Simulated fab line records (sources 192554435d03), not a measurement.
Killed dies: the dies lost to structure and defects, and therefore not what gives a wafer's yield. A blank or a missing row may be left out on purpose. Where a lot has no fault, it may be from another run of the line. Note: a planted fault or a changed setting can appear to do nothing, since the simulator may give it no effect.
fab line records	flow n5Finfet
record: lots: 6	wafers: 18	lastDay: 16
route steps=1938 shown BEOL_M6@1245
lots with no fault: from the same line, run without faults
startH: the number of hours between the record's first day and the start of the first shown wafer of the lot	waitH: hours elapsed since this lot's preceding step	" as in the row above	L1.1+2: several wafers, shown together as one row	- no value, or no start given	* or withheld: withheld	< > ~ a bound
route shown NAME@n: NAME is a module with steps in the file, n the number in the route of the first one	usual: the fault-free wafers' mean and standard deviation	same: alike in all rows	chamber/n: place in a boat	sites: the reading at each site	_std_site: the standard deviation of these	_edge_site: outer sites' mean less inner sites'	radiusMm: how far each site lies from the wafer's centre	mask NAME#n: copy n	behind: the tool/chamber that last shaped the wafer	hold: reason for holding the lot/hours on hold/outcome of the hold	device: which transistor (n, p or np) failed to switch	end of line: the route-end tests of the same wafers	where a step has no rows: the recipe by itself	killed: dies lost to structure and defects at the first sort, not the wafer's yield	map: shows each die of a wafer: x if killed, . if not, _ if none is there
set.NAME: the setting as run; set.NAME@STEP: as run at that earlier step	model.NAME: the simulator's own value behind a step, which no gauge read
certain route steps with their lots: each step a table, each wafer a row
services: from which hour (startH, from the record's first day; less than 0 if before it) a tool's chamber was out of use, for how many hours, and why
== steps ==
step: N5_BEOL_M6_PRECLEAN_42
recipe: chemistry: residueRemover	timeS: 60	tempC: 40
step: N5_BEOL_M6_SRD_43
recipe: timeS: 30	tempC: 23	rinseLiquid: diw	dry: ipaMarangoni
step: N5_BEOL_M6_CD_MEAS_35
recipe: targetCdNm: 40	targetCdYNm: 28	polarity: opening
usual: cdNm: 39.9/0.53
lot.wafer	tool	chamber	startH	waitH	cdNm
L873.2	cdSem-01	-	216.48	0.0	40.4
L873.3	"	-	"	"	40.4
L873.5	"	-	"	"	40.9
L872.2	cdSem-03	-	220.82	0.0	39.4
L872.4	"	-	"	"	39.1
L872.5	"	-	"	"	39.5
L877.3	cdSem-01	-	230.21	0.0	39.7
L877.5	"	-	"	"	39.9
L877.6	"	-	"	"	40.4
L879.1	cdSem-03	-	251.24	0.0	40.8
L879.3	"	-	"	"	40.3
L879.5	"	-	"	"	40.5
L885.1	cdSem-03	-	284.47	0.0	39.3
L885.2	"	-	"	"	39.5
L885.3	"	-	"	"	40.0
L888.1	cdSem-02	-	305.94	0.0	39.3
L888.5	"	-	"	"	39.6
L888.6	"	-	"	"	39.4
step: N5_BEOL_M6_CURE_75
recipe: tempC: 370	timeS: 120	ambient: DMADMS/He	material: SiCOH_lowk
usual: lampPowerPct: 52.31/0.058	wafer_temp_C_max: 371.8/0.51
lot.wafer	tool	chamber	startH	waitH	lampPowerPct	wafer_temp_C_max
L873.2	uvCure-01	2	216.83	0.4	52.32	371.4
L873.3	"	2	"	"	52.29	371.4
L873.5	"	2	"	"	52.31	371.9
L872.2	uvCure-02	1	220.91	0.1	52.28	373.3
L872.4	"	1	"	"	52.33	372.4
L872.5	"	1	"	"	52.33	373.3
L877.3	uvCure-03	2	230.77	0.6	52.41	371.3
L877.5	"	2	"	"	52.28	371.2
L877.6	"	2	"	"	52.26	371.5
L879.1	uvCure-03	2	251.29	0.0	52.23	371.6
L879.3	"	2	"	"	52.48	372.1
L879.5	"	2	"	"	52.34	371.3
L885.1	uvCure-02	2	284.51	0.0	52.32	372.6
L885.2	"	2	"	"	52.25	372.3
L885.3	"	2	"	"	52.23	371.9
L888.1	uvCure-03	0	305.99	0.1	52.35	371.8
L888.5	"	0	"	"	52.29	372.3
L888.6	"	0	"	"	52.27	371.7
step: N5_BEOL_M6_DEGAS_44
recipe: ambient: vacuum	tempC: 250	timeS: 60
step: N5_BEOL_M6_PRE_CLEAN_45
recipe: gas: H2/He	timeS: 30	tempC: 250
usual: heaterPowerW: 342/35
lot.wafer	tool	chamber	startH	waitH	heaterPowerW
L873.2	pvdSputter-02	-	217.41	0.0	395
L873.3	"	-	"	"	352
L873.5	"	-	"	"	371
L872.2	pvdSputter-02	-	221.53	0.0	324
L872.4	"	-	"	"	387
L872.5	"	-	"	"	392
L877.3	pvdSputter-03	-	231.21	0.0	304
L877.5	"	-	"	"	291
L877.6	"	-	"	"	303
L879.1	pvdSputter-03	-	251.65	0.0	313
L879.3	"	-	"	"	363
L879.5	"	-	"	"	303
L885.1	pvdSputter-03	-	285.07	0.0	387
L885.2	"	-	"	"	313
L885.3	"	-	"	"	339
L888.1	pvdSputter-03	-	307.78	0.0	388
L888.5	"	-	"	"	393
L888.6	"	-	"	"	302
step: N5_BEOL_M6_ALD_77
recipe: material: TaN	targetThkA: 20	tempC: 275	aldPrecursorFamily: PDMAT	aldCoReactant: NH3	pressureTorr: 3	carrierFlowSccm: 1500	pulseTimeS: 2	purgeTimeS: 3	coReactantPurgeTimeS: 2	coReactantPulseTimeS: 3	aldCycles: 40	precursorVesselTempC: 75	precursorVesselPressureTorr: 26.25	precursorVesselCarrierSccm: 1000
step: N5_BEOL_M6_SURFACE_TREAT_79
recipe: gas: Ar	timeS: *	ionEnergyEv: *	ionCurrentMaCm2: 0.5	pressureMtorr: *	arFlowSccm: 30
usual: throttleValvePct: *
lot.wafer	tool	chamber	startH	waitH	throttleValvePct
L873.2	pvdSputter-02	-	217.89	0.3	*
L873.3	"	-	"	"	*
L873.5	"	-	"	"	*
L872.2	pvdSputter-02	-	221.97	0.2	*
L872.4	"	-	"	"	*
L872.5	"	-	"	"	*
L877.3	pvdSputter-01	-	231.68	0.3	*
L877.5	"	-	"	"	*
L877.6	"	-	"	"	*
L879.1	pvdSputter-02	-	252.06	0.2	*
L879.3	"	-	"	"	*
L879.5	"	-	"	"	*
L885.1	pvdSputter-03	-	285.53	0.3	*
L885.2	"	-	"	"	*
L885.3	"	-	"	"	*
L888.1	pvdSputter-01	-	308.16	0.2	*
L888.5	"	-	"	"	*
L888.6	"	-	"	"	*
step: N5_BEOL_M6_CVD_78
recipe: material: Co	targetThkA: 20	tempC: withheld	precursor: CCTBA/H2	pressureTorr: 30	timeS: 142.3
step: N5_BEOL_M6_SPUTTER_48
recipe: material: Cu	targetThkA: 100	tempC: -20	biasV: 60	powerW: 26000	chamberPressurePa: 0.13	timeS: 1.667
usual: throttleValvePct: 29.7/1.3
lot.wafer	tool	chamber	startH	waitH	throttleValvePct
L873.2	pvdSputter-02	-	218.35	0.2	27.8
L873.3	"	-	"	"	29.3
L873.5	"	-	"	"	27.8
L872.2	pvdSputter-02	-	222.49	0.3	29.6
L872.4	"	-	"	"	29.6
L872.5	"	-	"	"	29.5
L877.3	pvdSputter-02	-	232.87	1.1	29.3
L877.5	"	-	"	"	29.2
L877.6	"	-	"	"	29.5
L879.1	pvdSputter-03	-	252.27	0.1	32.2
L879.3	"	-	"	"	29.5
L879.5	"	-	"	"	27.9
L885.1	pvdSputter-01	-	286.00	0.3	29.1
L885.2	"	-	"	"	28.3
L885.3	"	-	"	"	31.1
L888.1	pvdSputter-01	-	308.52	0.2	28.4
L888.5	"	-	"	"	30.1
L888.6	"	-	"	"	29.8
step: N5_BEOL_M6_ECD_50
recipe: material: Cu	targetThkA: 3000
step: N5_BEOL_M6_ANNEAL_51
recipe: tempC: 225	timeS: 90	ambient: N2
usual: wafer_temp_C_max: 225.90/0.25
lot.wafer	tool	chamber	startH	waitH	wafer_temp_C_max
L873.2	rtpAnneal-02	0	218.67	0.2	225.98
L873.3	"	0	"	"	225.62
L873.5	"	0	"	"	225.77
L872.2	rtpAnneal-01	0	222.88	0.3	225.65
L872.4	"	0	"	"	225.81
L872.5	"	0	"	"	225.31
L877.3	rtpAnneal-02	0	233.17	0.1	225.85
L877.5	"	0	"	"	225.94
L877.6	"	0	"	"	225.96
L879.1	rtpAnneal-01	0	252.48	0.1	226.23
L879.3	"	0	"	"	225.52
L879.5	"	0	"	"	225.44
L885.1	rtpAnneal-01	0	286.21	0.1	225.96
L885.2	"	0	"	"	225.65
L885.3	"	0	"	"	226.02
L888.1	rtpAnneal-01	0	308.89	0.2	225.69
L888.5	"	0	"	"	225.81
L888.6	"	0	"	"	226.13
step: N5_BEOL_M6_CMP_52
recipe: stopOn: SiCOH_lowk	tOverpolishS: 6.9	downForcePsi: 1	platenRpm: 50	clearingPlatenDownForcePsi: 1.5	clearingPlatenRpm: 50	postCmpClean: cuAlkaline	targetThkNm: 80	clearingPlatenPadVelocityMS: 0.99484	padVelocityMS: 0.99484
usual: barrierFieldEndpointS: 28.8/0.62	motorCurrentA: 6.3/0.72	overpolishRunS: 6.900/0.009	retainingRingPressureFrac: 1.000/0.0044	timeToEndpointS: 62.4/2.8
lot.wafer	tool	chamber	startH	waitH	barrierFieldEndpointS	motorCurrentA	overpolishRunS	retainingRingPressureFrac	timeToEndpointS
L873.3	cmp-01	2	218.94	0.2	27.1	4.8	6.883	1.004	58.8
L873.2	"	0	"	"	28.0	6.5	6.913	0.996	62.0
L873.5	"	3	"	"	28.1	6.0	6.909	1.005	59.8
L872.2	cmp-04	0	223.21	0.3	28.6	6.3	6.896	0.994	62.2
L872.4	"	1	"	"	29.6	7.3	6.896	1.006	63.9
L872.5	"	2	"	"	28.6	7.1	6.900	0.998	64.0
L877.3	cmp-04	0	233.45	0.2	28.5	6.2	6.909	0.996	62.0
L877.5	"	2	"	"	28.7	7.4	6.917	0.997	62.8
L877.6	"	3	"	"	28.8	6.4	6.912	1.004	62.0
L879.3	cmp-04	0	252.77	0.2	27.8	6.1	6.888	1.003	60.9
L879.1	"	2	"	"	28.5	7.2	6.928	1.001	65.0
L879.5	"	1	"	"	28.6	7.4	6.901	0.997	64.3
L885.1	cmp-04	3	286.51	0.3	16.1	6.0	6.897	1.003	35.8
L885.3	"	1	"	"	15.7	7.6	6.894	0.996	32.3
L885.2	"	2	"	"	15.7	7.0	6.895	1.014	36.3
L888.1	cmp-04	1	309.33	0.4	15.4	7.7	6.902	0.999	29.5
L888.6	"	2	"	"	16.4	6.8	6.911	0.999	32.0
L888.5	"	3	"	"	16.2	6.2	6.907	0.999	31.2
== services ==
tool	chamber	startH	hours	kind
uvCure-03	-	193.95	7.5	pm
rtpAnneal-02	-	194.59	4.1	pm
uvCure-01	-	226.66	10.1	repair
cmp-04	-	265.89	4.0	pm
cmp-04	-	269.89	-	consumableReplace:conditioner
cmp-04	-	269.89	-	consumableReplace:pad
cmp-04	-	288.90	1.0	repair
cmp-01	-	304.58	3.6	pm
cmp-01	-	308.18	7.7	pm
== key ==
firstSign: step: N5_BEOL_M6_CMP_52	reading: barrierFieldEndpointS	direction: down	sigmas: 21	usual: 28.8	struck: 15.9
effect: step: N5_BEOL_M6_CMP_52	reading: timeToEndpointS	direction: down	sigmas: 11	usual: *	struck: *
metAt N5_BEOL_M6_CMP_52
struckWafers L885.1,L885.2,L885.3,L888.1,L888.5,L888.6
onsetBetween 252.77 286.51
fault: kind: processParameterDrift	tool: cmp-04	chamber: -	onsetH: 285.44	steps: N5_BEOL_M6_CMP_52	channel: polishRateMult	offset: 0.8	shape: step	endH: 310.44
